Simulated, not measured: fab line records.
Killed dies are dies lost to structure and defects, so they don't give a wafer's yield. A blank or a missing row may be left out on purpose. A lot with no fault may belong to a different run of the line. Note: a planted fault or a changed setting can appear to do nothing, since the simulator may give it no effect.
Comparing a struck lot with a sound one -- flow nand-harc -- 12 steps out of a route of 1159
Sound: these wafers, L481.2, L481.3, L481.4. Wafers struck: L490.3, L490.5, L490.6. The cause comes at the end.
Each step with rows lists, per side, the tool, then ch with its chambers, then its first start. Under that, the readings that differ: sound wafers -- struck wafers -- difference of the means -- sigmas: that difference in standard deviations of wafers without a fault.
alike: words and numbers the same on both sides, and readings whose means are apart by under 2 such deviations; not compared: readings that were withheld, readings missing a value for some wafer, numbers with overlapping values and no deviation given by the record, and bounds like >300 which may hide the same value.
A row with sigmas, a row that says differs or no value, or rows on one side alone: a step with any of these is where the two part. Numbers that don't overlap but have no deviation are shown without sigmas and don't part them. A reading that every wafer of one side lacks parts them only if that side has two wafers or more.

first, 1 step without rows for these wafers: NHARC_P_BONDPAD_ECD_18 (material Cu, target thk 400 nm).
NHARC_P_BONDPAD_ANNEAL_28: time 90 s.
  sound on rtp-anneal-02 ch 0, day 7 01:12; struck on rtp-anneal-01 ch 0, day 8 21:02
  alike: wafer_temp_C_max
NHARC_P_BONDPAD_CMP_19: polishes, t overpolish 30 s, cu recess touch 16 s, target thk 160.81 nm.
  sound on cmp-03 ch 0,2,3, day 7 01:30; struck on cmp-03 ch 0,2,3, day 8 21:19
  alike: motor-current-A, overpolish-run-s, slurry-filter-dp-kPa, slurry-flow-ml-min
NHARC_P_BONDPAD_THK_MEAS_20: measures by xrf.
  struck on film-metro-01, day 8 21:35; sound on film-metro-01, day 7 01:50
  alike: thk-nm
then, 1 step without rows for these wafers: NHARC_P_BONDPAD_SRD_21 (time 30 s, dry time 20 s).
NHARC_P_BONDPAD_INSPECT_23:
  struck on defect-inspect-02, day 8 21:47; sound on defect-inspect-02, day 7 02:04
  alike: raw-defect-count
NHARC_P_BONDPAD_ACTIVATE_29: chemistry N2, time 60 s.
  sound on rie-diel-08 ch 0,1,2, day 7 02:08; struck on rie-diel-10 ch 0,1,3, day 8 21:52
  alike: drypump-motor-current-A, oes-product-au, rf-vpp-V, showerhead-plenum-p-Torr
  not compared: rf-hours-counter-h
then, 2 steps without rows for these wafers: NHARC_P_BONDPAD_PRECLEAN_30 (cleans in DIW, time 300 s); NHARC_P_BONDPAD_SRD_31 (time 30 s, dry time 20 s).
NHARC_A_START_INSPECT_01:
  struck on defect-inspect-02, day 8 22:17; sound on defect-inspect-01, day 7 02:32
  alike: raw-defect-count
NHARC_A_ZERO_WELL_PRECLEAN_00: cleans in SPM, time 600 s.
  sound on wet-bench-01 ch 3,6,7, day 7 02:37; struck on wet-bench-06 ch 1,3,4, day 8 22:22
  no value came back on the struck wafers for bath-guard-temp-C (C), bath-heat-duty-pct (%); on the sound wafers bath-guard-temp-C (C) reads 120.3 118.0 120.1
next, for these wafers, 1 step has no rows: NHARC_A_ZERO_WELL_SRD_01.

== WHERE THEY PART ==
Only at NHARC_A_ZERO_WELL_PRECLEAN_00, as far as this record shows.

WHY: what had been put in by the simulator
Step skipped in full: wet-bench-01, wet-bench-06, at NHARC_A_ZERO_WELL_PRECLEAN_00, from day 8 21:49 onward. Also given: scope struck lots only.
